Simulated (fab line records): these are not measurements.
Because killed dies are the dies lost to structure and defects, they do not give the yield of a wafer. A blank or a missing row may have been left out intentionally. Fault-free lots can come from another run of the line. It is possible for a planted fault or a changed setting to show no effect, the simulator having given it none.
fab line records | flow nandHarc
record lots=5 | wafers=15 | lastDay=24
route steps=1159 shown A_CONTACT@864 END@1159
lots that met no fault: taken from a fault-free run of the same line
startH: hours from the record's opening day to when the first of the lot's shown wafers began | waitH: hours from the lot's prior step to this one | " the same as in the row above | L1.1+2: a row that stands for several wafers | - no value, or no start given | * or withheld: withheld | < > ~ a bound
route shown NAME@n: NAME is a module with steps in the file, n the number in the route of the first one | usual: mean/standard deviation of fault-free wafers | same: alike in all rows | chamber/n: place in a boat | sites: each site's reading | _std_site: the standard deviation of these | _edge_site: outer sites' mean less inner sites' | radiusMm: for every site, how far away it sits from the centre of the wafer | mask NAME#n: copy n | behind: tool/chamber where the wafer was last shaped | hold: cause of the lot's hold/its duration in hours/its outcome | device: transistor that didn't switch, given as n, p or np | end of line: tests of these same wafers at the route's end | a step given without rows: its recipe and nothing more | killed: count of dies lost to structure and defects at first sort (not the wafer's yield) | map: a wafer's dies, marking killed ones x, the rest . and places with no die _
set.NAME: setting as actually run; set.NAME@STEP: the setting as run at that earlier step | model.NAME: the simulator's own value behind a step, which no gauge read
lots seen at some steps along the route; tables by step, rows by wafer
services: the hour from which a tool's chamber was out of use, counted from the record's first day as startH (under 0 if before that day), plus the number of hours and why
## steps
# step NHARC_A_CONTACT_ETCH_113
# recipe sourceW=withheld | pressureMtorr=20 | biasV=3000 | timeS=94 | targetDepthA=9220 | arFlowSccm=withheld | c4f8FlowSccm=withheld | o2FlowSccm=withheld | chemistry=C4F8/O2/Ar
lot.wafer | tool          | chamber | startH | waitH | rfHoursCounterH
L541.4    | harCapEtch-01 | 0       | 372.39 | 0.1   | -
L541.3    | "             | 1       | "      | "     | -
L541.6    | "             | 0       | "      | "     | -
L543.2    | harCapEtch-02 | 1       | 388.45 | 0.1   | 12
L543.3    | "             | 0       | "      | "     | -
L543.5    | "             | 0       | "      | "     | -
L548.1    | harCapEtch-02 | 1       | 419.18 | 0.1   | 16
L548.3    | "             | 1       | "      | "     | -
L548.4    | "             | 0       | "      | "     | -
L549.2    | harCapEtch-01 | 1       | 419.83 | 0.1   | 64
L549.3    | "             | 1       | "      | "     | -
L549.4    | "             | 0       | "      | "     | -
L561.2    | harCapEtch-03 | 1       | 510.44 | 0.1   | 104
L561.1    | "             | 0       | "      | "     | 104
L561.5    | "             | 1       | "      | "     | -
# step NHARC_A_CONTACT_ETCH_114
# recipe sourceW=withheld | pressureMtorr=20 | biasV=3000 | timeS=94 | targetDepthA=9220 | arFlowSccm=withheld | c4f8FlowSccm=withheld | o2FlowSccm=withheld | chemistry=C4F8/O2/Ar
lot.wafer | tool          | chamber | startH | waitH | rfHoursCounterH
L541.4    | harCapEtch-01 | 0       | 372.48 | 0.1   | -
L541.3    | "             | 1       | "      | "     | -
L541.6    | "             | 0       | "      | "     | -
L543.2    | harCapEtch-02 | 1       | 388.55 | 0.1   | 12
L543.3    | "             | 0       | "      | "     | -
L543.5    | "             | 0       | "      | "     | -
L548.1    | harCapEtch-02 | 1       | 419.27 | 0.1   | 16
L548.3    | "             | 1       | "      | "     | -
L548.4    | "             | 0       | "      | "     | -
L549.2    | harCapEtch-01 | 1       | 419.93 | 0.1   | 64
L549.3    | "             | 1       | "      | "     | -
L549.4    | "             | 0       | "      | "     | -
L561.2    | harCapEtch-03 | 1       | 510.53 | 0.1   | 104
L561.1    | "             | 0       | "      | "     | 104
L561.5    | "             | 1       | "      | "     | -
# step NHARC_A_CONTACT_ETCH_115
# recipe sourceW=withheld | pressureMtorr=20 | biasV=3000 | timeS=94 | targetDepthA=9220 | arFlowSccm=withheld | c4f8FlowSccm=withheld | o2FlowSccm=withheld | chemistry=C4F8/O2/Ar
# step NHARC_A_CONTACT_ETCH_116
# recipe sourceW=withheld | pressureMtorr=20 | biasV=3000 | timeS=94 | targetDepthA=9220 | arFlowSccm=withheld | c4f8FlowSccm=withheld | o2FlowSccm=withheld | chemistry=C4F8/O2/Ar
# step NHARC_A_CONTACT_ETCH_117
# recipe sourceW=withheld | pressureMtorr=20 | biasV=3000 | timeS=94 | targetDepthA=9220 | arFlowSccm=withheld | c4f8FlowSccm=withheld | o2FlowSccm=withheld | chemistry=C4F8/O2/Ar
# step NHARC_A_CONTACT_ETCH_118
# recipe sourceW=withheld | pressureMtorr=20 | biasV=3000 | timeS=94 | targetDepthA=9220 | arFlowSccm=withheld | c4f8FlowSccm=withheld | o2FlowSccm=withheld | chemistry=C4F8/O2/Ar
# step NHARC_A_CONTACT_ETCH_119
# recipe sourceW=withheld | pressureMtorr=20 | biasV=3000 | timeS=94 | targetDepthA=9220 | arFlowSccm=withheld | c4f8FlowSccm=withheld | o2FlowSccm=withheld | chemistry=C4F8/O2/Ar
# step NHARC_A_CONTACT_ETCH_120
# recipe sourceW=withheld | pressureMtorr=20 | biasV=3000 | timeS=94 | targetDepthA=9220 | arFlowSccm=withheld | c4f8FlowSccm=withheld | o2FlowSccm=withheld | chemistry=C4F8/O2/Ar
lot.wafer | tool          | chamber | startH | waitH | rfHoursCounterH
L541.4    | harCapEtch-01 | 0       | 373.03 | 0.1   | -
L541.3    | "             | 1       | "      | "     | -
L541.6    | "             | 0       | "      | "     | -
L543.2    | harCapEtch-02 | 1       | 389.27 | 0.1   | 13
L543.3    | "             | 0       | "      | "     | -
L543.5    | "             | 0       | "      | "     | -
L548.1    | harCapEtch-02 | 1       | 419.81 | 0.1   | 16
L548.3    | "             | 1       | "      | "     | -
L548.4    | "             | 0       | "      | "     | -
L549.2    | harCapEtch-01 | 1       | 420.47 | 0.1   | 64
L549.3    | "             | 1       | "      | "     | -
L549.4    | "             | 0       | "      | "     | -
L561.2    | harCapEtch-03 | 1       | 511.08 | 0.1   | 104
L561.1    | "             | 0       | "      | "     | 104
L561.5    | "             | 1       | "      | "     | -
# step NHARC_A_CONTACT_ETCH_121
# recipe sourceW=withheld | pressureMtorr=20 | biasV=3000 | timeS=94 | targetDepthA=9220 | arFlowSccm=withheld | c4f8FlowSccm=withheld | o2FlowSccm=withheld | chemistry=C4F8/O2/Ar
# step NHARC_A_CONTACT_ETCH_122
# recipe sourceW=withheld | pressureMtorr=20 | biasV=3000 | timeS=95 | targetDepthA=9300 | arFlowSccm=withheld | c4f8FlowSccm=withheld | o2FlowSccm=withheld | chemistry=C4F8/O2/Ar
lot.wafer | tool          | chamber | startH | waitH | rfHoursCounterH
L541.4    | harCapEtch-01 | 0       | 373.21 | 0.1   | -
L541.3    | "             | 1       | "      | "     | -
L541.6    | "             | 0       | "      | "     | -
L543.2    | harCapEtch-02 | 1       | 389.52 | 0.1   | 13
L543.3    | "             | 0       | "      | "     | -
L543.5    | "             | 0       | "      | "     | -
L548.1    | harCapEtch-02 | 1       | 420.00 | 0.1   | 17
L548.3    | "             | 1       | "      | "     | -
L548.4    | "             | 0       | "      | "     | -
L549.2    | harCapEtch-01 | 1       | 420.65 | 0.1   | 64
L549.3    | "             | 1       | "      | "     | -
L549.4    | "             | 0       | "      | "     | -
L561.2    | harCapEtch-03 | 1       | 511.26 | 0.1   | 105
L561.1    | "             | 0       | "      | "     | 105
L561.5    | "             | 1       | "      | "     | -
# step NHARC_A_CONTACT_ETCH_123
# recipe sourceW=withheld | pressureMtorr=20 | biasV=400 | timeS=253 | targetDepthA=10900 | arFlowSccm=withheld | c4f8FlowSccm=11.5 | o2FlowSccm=7.2 | chemistry=C4F8/O2/Ar
# step NHARC_A_CONTACT_ETCH_90
# recipe targetDepthA=400 | overEtchFrac=0.5 | timeS=85.7 | ionEnergyEv=120 | ch3fFlowSccm=50 | o2FlowSccm=30 | arFlowSccm=200 | rfW=500 | biasW=100 | chemistry=CH3F/O2
# usual drypumpMotorCurrentA=5.7/0.38 | oesProductAu=0.96/0.036 | rfVppV=244.3/2 | showerheadPlenumPTorr=2.46/0.13 | throttleValvePct=20.663/0.0091
lot.wafer | tool       | chamber | startH | waitH | drypumpMotorCurrentA | oesProductAu | rfHoursCounterH | rfVppV | showerheadPlenumPTorr | throttleValvePct
L541.3    | rieDiel-01 | 3       | 373.87 | 0.4   | 5.5                  | 0.96         | 20              | 244.1  | 2.47                  | 20.648
L541.4    | "          | 0       | "      | "     | 5.4                  | 0.97         | 17              | 242.3  | 2.32                  | 20.661
L541.6    | "          | 3       | "      | "     | 5.5                  | 0.96         | -               | 244.9  | 2.47                  | 20.653
L543.2    | rieDiel-07 | 2       | 390.34 | 0.6   | 5.5                  | 0.93         | 34              | 242.2  | 2.27                  | 20.660
L543.3    | "          | 3       | "      | "     | 6.1                  | 0.92         | 31              | 242.7  | 2.28                  | 20.665
L543.5    | "          | 0       | "      | "     | 5.0                  | 0.93         | -               | 246.4  | 2.60                  | 20.678
L548.4    | rieDiel-07 | 0       | 420.71 | 0.4   | 5.1                  | 0.97         | 1               | 247.0  | 2.60                  | 20.662
L548.1    | "          | 1       | "      | "     | 5.7                  | 0.97         | 1               | 246.0  | 2.51                  | 20.666
L548.3    | "          | 2       | "      | "     | 5.5                  | 0.96         | 1               | 245.1  | 2.66                  | 20.661
L549.2    | rieDiel-07 | 3       | 421.34 | 0.5   | 6.1                  | 1.00         | 1               | 241.5  | 2.28                  | 20.662
L549.4    | "          | 0       | "      | "     | 5.0                  | 1.00         | 1               | 247.1  | 2.60                  | 20.660
L549.3    | "          | 2       | "      | "     | 5.5                  | 1.00         | 1               | 247.3  | 2.66                  | 20.661
L561.2    | rieDiel-01 | 3       | 511.96 | 0.6   | 5.5                  | 1.00         | 4               | 244.1  | 2.45                  | 20.649
L561.1    | "          | 0       | "      | "     | 5.4                  | 1.00         | 5               | 242.7  | 2.30                  | 20.682
L561.5    | "          | 3       | "      | "     | 5.5                  | 1.00         | -               | 243.7  | 2.44                  | 20.650
# step NHARC_A_CONTACT_ETCH_96
# recipe targetDepthA=200 | overEtchFrac=0.5 | timeS=10 | ionEnergyEv=250 | c4f6FlowSccm=25 | o2FlowSccm=20 | arFlowSccm=500 | rfW=600 | biasW=500 | chemistry=C4F6/O2
# usual drypumpMotorCurrentA=5.7/0.36 | oesProductAu=0.975/0.024 | rfVppV=547/4.2 | showerheadPlenumPTorr=3.92/0.21 | throttleValvePct=26.903/0.0092
lot.wafer | tool       | chamber | startH | waitH | drypumpMotorCurrentA | oesProductAu | rfHoursCounterH | rfVppV | showerheadPlenumPTorr | throttleValvePct
L541.4    | rieDiel-01 | 0       | 374.00 | -     | 5.4                  | 0.989        | 17              | 542    | 3.72                  | 26.902
L541.3    | "          | 2       | "      | "     | 6.3                  | 0.969        | 20              | 549    | 4.02                  | 26.916
L541.6    | "          | 0       | "      | "     | 5.5                  | 0.981        | -               | 542    | 3.72                  | 26.910
L543.2    | rieDiel-07 | 3       | 390.45 | -     | 6.1                  | 0.935        | 31              | 542    | 3.66                  | 26.895
L543.3    | "          | 2       | "      | "     | 5.5                  | 0.952        | 34              | 539    | 3.64                  | 26.922
L543.5    | "          | 0       | "      | "     | 5.0                  | 0.959        | -               | 553    | 4.13                  | 26.905
L548.4    | rieDiel-07 | 1       | 420.84 | -     | 5.7                  | 0.973        | 1               | 548    | 4.00                  | 26.901
L548.3    | "          | 2       | "      | "     | 5.5                  | 0.968        | 1               | 554    | 4.23                  | 26.891
L548.1    | "          | 3       | "      | "     | 6.1                  | 0.979        | 1               | 542    | 3.65                  | 26.912
L549.4    | rieDiel-07 | 2       | 421.47 | -     | 5.5                  | 1.000        | 1               | 551    | 4.23                  | 26.896
L549.2    | "          | 3       | "      | "     | 6.1                  | 1.004        | 1               | 541    | 3.65                  | 26.907
L549.3    | "          | 1       | "      | "     | 5.7                  | 1.014        | 1               | 550    | 4.00                  | 26.895
L561.2    | rieDiel-01 | 1       | 512.14 | -     | 5.8                  | 1.000        | 4               | 543    | 3.73                  | 26.909
L561.1    | "          | 2       | "      | "     | 6.3                  | 0.998        | 4               | 549    | 3.99                  | 26.899
L561.5    | "          | 0       | "      | "     | 5.4                  | 0.726        | -               | 541    | 3.69                  | 26.901
# step NHARC_A_CONTACT_CD_MEAS_53
# usual cdNm=189.5/0.92
lot.wafer | tool     | chamber | startH | waitH | cdNm
L541.3    | cdSem-03 | -       | 374.09 | -     | 187.9
L541.4    | "        | -       | "      | "     | 188.0
L541.6    | "        | -       | "      | "     | 188.6
L543.2    | cdSem-02 | -       | 390.54 | -     | 190.8
L543.3    | "        | -       | "      | "     | 190.8
L543.5    | "        | -       | "      | "     | 190.3
L548.1    | cdSem-02 | -       | 420.91 | -     | 190.9
L548.3    | "        | -       | "      | "     | 190.9
L548.4    | "        | -       | "      | "     | 190.7
L549.2    | cdSem-03 | -       | 421.56 | -     | 190.2
L549.3    | "        | -       | "      | "     | 190.1
L549.4    | "        | -       | "      | "     | 190.1
L561.1    | cdSem-01 | -       | 512.22 | -     | 188.9
L561.2    | "        | -       | "      | "     | 189.2
L561.5    | "        | -       | "      | "     | 189.2
# step NHARC_END_SORT_01
# recipe tempC=25
# usual killedAtArray=26/8.6 | killedAtOther=0.7/0.97 | killedAtPeriphery=3.2/2.2 | killedDies=30/8.9 | killedOpen=3.1/1.8 | killedShort=2.2/1.8
# same grossDies=677
lot.wafer | tool      | chamber | startH | waitH | killedAtArray | killedAtOther | killedAtPeriphery | killedDies | killedOpen | killedShort
L541.3    | prober-01 | 0       | 443.98 | 3.1   | 23            | 3             | 3                 | 29         | 3          | 3
L541.4    | prober-01 | 0       | 444.76 | 3.4   | 32            | 0             | 4                 | 36         | 2          | 1
L541.6    | prober-01 | 0       | 446.34 | 3.9   | 27            | 1             | 8                 | 36         | 2          | 1
L561.1    | prober-02 | 0       | 580.52 | 2.5   | 19            | 0             | 2                 | 21         | 5          | 2
L561.2    | prober-02 | 0       | 581.31 | 2.8   | 25            | 1             | 6                 | 32         | 8          | 10
L561.5    | prober-02 | 0       | 583.69 | 3.7   | 672           | 1             | 4                 | 677        | 2          | 4
# killed by level:class
L541.3 A_CHANNEL_HOLE_D1:chamberFilmFlake=13 A_SLIT:chamberFilmFlake=3 P_STI:chamberFilmFlake=2 A_WL_FILL:chamberFilmFlake=2 THIN_TSV:chamberFilmFlake=2 P_CONTACT:geometricParticle:short=1 A_CHANNEL_HOLE_D1:geometricParticle:open=1 A_WL_FILL:geometricParticle:open=1
L541.4 A_CHANNEL_HOLE_D1:chamberFilmFlake=15 A_SLIT:chamberFilmFlake=8 A_STAIRCASE:chamberFilmFlake=3 P_STI:chamberFilmFlake=2 A_WL_FILL:chamberFilmFlake=2 P_GATE:geometricParticle:open=1 A_CHANNEL_HOLE_D1:geometricParticle:short=1 A_SGD_CUT:geometricParticle:open=1
L541.6 A_CHANNEL_HOLE_D1:chamberFilmFlake=13 A_SLIT:chamberFilmFlake=6 P_STI:chamberFilmFlake=5 A_STAIRCASE:chamberFilmFlake=2 A_WL_FILL:chamberFilmFlake=2 A_CONTACT:chamberFilmFlake=2 P_CONTACT:geometricParticle:open=1 P_M0:geometricParticle:open=1
L561.1 A_CHANNEL_HOLE_D1:chamberFilmFlake=7 A_CONTACT:chamberFilmFlake=4 A_ONON_D1:geometricParticle:short=2 A_CONTACT:geometricParticle:open=2 P_GATE:chamberFilmFlake=2 A_CHANNEL_FILL_D1:geometricParticle:open=1 A_WL_FILL:geometricParticle:open=1 A_M1:geometricParticle:open=1
L561.2 A_CHANNEL_HOLE_D1:chamberFilmFlake=8 A_ONON_D1:geometricParticle:open=4 A_WL_FILL:geometricParticle:short=4 P_M0:geometricParticle:open=3 A_CONTACT:chamberFilmFlake=3 A_CONTACT:geometricParticle:short=2 A_WL_FILL:chamberFilmFlake=2 P_ZERO_WELL:geometricParticle:short=1
L561.5 A_CONTACT:areaEtch=660 A_CHANNEL_HOLE_D1:chamberFilmFlake=6 A_BLC:geometricParticle:short=2 P_GATE:geometricParticle:open=1 A_CHANNEL_FILL_D1:geometricParticle:open=1 A_CHANNEL_FILL_D1:geometricParticle:short=1 STARTING-WAFER:geometricParticle:short=1 P_STI:chamberFilmFlake=1
# map L561.5 (x killed, . not)
____________x____________
_________xxxxxxx_________
_______xxxxxxxxxxx_______
______xxxxxxxxxxxxx______
_____xxxxxxxxxxxxxxx_____
____xxxxxxxxxxxxxxxxx____
____xxxxxxxxxxxxxxxxx____
___xxxxxxxxxxxxxxxxxxx___
___xxxxxxxxxxxxxxxxxxx___
__xxxxxxxxxxxxxxxxxxxxx__
__xxxxxxxxxxxxxxxxxxxxx__
_xxxxxxxxxxxxxxxxxxxxxxx_
_xxxxxxxxxxxxxxxxxxxxxxx_
_xxxxxxxxxxxxxxxxxxxxxxx_
_xxxxxxxxxxxxxxxxxxxxxxx_
_xxxxxxxxxxxxxxxxxxxxxxx_
xxxxxxxxxxxxxxxxxxxxxxxxx
xxxxxxxxxxxxxxxxxxxxxxxxx
xxxxxxxxxxxxxxxxxxxxxxxxx
xxxxxxxxxxxxxxxxxxxxxxxxx
xxxxxxxxxxxxxxxxxxxxxxxxx
_xxxxxxxxxxxxxxxxxxxxxxx_
_xxxxxxxxxxxxxxxxxxxxxxx_
_xxxxxxxxxxxxxxxxxxxxxxx_
_xxxxxxxxxxxxxxxxxxxxxxx_
_xxxxxxxxxxxxxxxxxxxxxxx_
__xxxxxxxxxxxxxxxxxxxxx__
__xxxxxxxxxxxxxxxxxxxxx__
___xxxxxxxxxxxxxxxxxxx___
___xxxxxxxxxxxxxxxxxxx___
____xxxxxxxxxxxxxxxxx____
____xxxxxxxxxxxxxxxxx____
_____xxxxxxxxxxxxxxx_____
______xxxxxxxxxxxxx______
_______xxxxxxxxxxx_______
_________xxxxxxx_________
____________x____________
# map L541.4 (x killed, . not)
____________.____________
_________......._________
_______....x......_______
______.............______
_____......x........_____
____.................____
____.................____
___...................___
___x..................___
__.....................__
__...x...x........x....__
_........x.............._
_......................._
_......................._
_......................x_
_......x................_
.......................x.
.....................x..x
............x........x...
......................x..
......................x..
_......................x_
_......................._
_...x................x.x_
_......................._
_...............x......._
__.....................__
__....xx..............x__
___..xx...............___
___..xxx..............___
____......x..........____
____x................____
_____xx............._____
______x............______
_______.x.x......._______
_________......._________
____________.____________
## services
tool          | chamber | startH | hours | kind
rieDiel-07    | 0       | 359.75 | -     | clean
rieDiel-07    | 1       | 359.75 | -     | clean
rieDiel-07    | 2       | 359.75 | -     | clean
rieDiel-07    | 3       | 359.75 | -     | clean
harCapEtch-01 | -       | 364.05 | 0.2   | repair
rieDiel-07    | 0       | 380.10 | 8.9   | repair
rieDiel-07    | 1       | 384.25 | -     | clean
rieDiel-07    | 2       | 384.25 | -     | clean
rieDiel-07    | 3       | 384.25 | -     | clean
rieDiel-07    | -       | 405.25 | 9.0   | pm
rieDiel-07    | 0       | 405.25 | 9.0   | ventCycle
rieDiel-07    | 1       | 405.25 | 9.0   | ventCycle
rieDiel-07    | 2       | 405.25 | 9.0   | ventCycle
rieDiel-07    | 3       | 405.25 | 9.0   | ventCycle
rieDiel-07    | 0       | 414.25 | -     | clean
rieDiel-07    | 0       | 414.25 | -     | consumableReplace:focusRing
rieDiel-07    | 1       | 414.25 | -     | clean
rieDiel-07    | 1       | 414.25 | -     | consumableReplace:focusRing
rieDiel-07    | 2       | 414.25 | -     | clean
rieDiel-07    | 2       | 414.25 | -     | consumableReplace:focusRing
rieDiel-07    | 2       | 414.25 | -     | consumableReplace:showerhead
rieDiel-01    | 1       | 434.38 | 29.7  | repair
rieDiel-01    | 0       | 443.72 | 6.3   | repair
rieDiel-01    | -       | 491.87 | 9.0   | pm
## key
firstSign step=NHARC_A_CONTACT_ETCH_96 | reading=oesProductAu | direction=down | sigmas=11 | usual=0.975 | struck=0.726
effect step=NHARC_END_SORT_01 | reading=killedAtArray | direction=up | sigmas=75 | usual=26 | struck=672
moreKillsBornAt NHARC_A_CONTACT_ETCH_96@rieDiel-01=660
metAt NHARC_A_CONTACT_ETCH_96
struckWafers L561.5
laterRowsLeftOut L561.5
testerLeftOut L561
onsetBetween 374.00 512.14
fault kind=processParameterDrift | tool=rieDiel-01 | chamber=0 | onsetH=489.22 | steps=NHARC_A_CONTACT_ETCH_96 | channel=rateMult | offset=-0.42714 | shape=step | endH=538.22
# testerLeftOut: of these lots the tester's yield and bins aren't shown, on N5 and GAA mostly nor the transistor test; their killed dies are dies lost to structure and defects alone, not to doping, threshold or leakage, so they don't give the yield
# laterRowsLeftOut: the simulator's readings of these wafers behind a module that went badly wrong aren't trusted and aren't shown, but for the sort
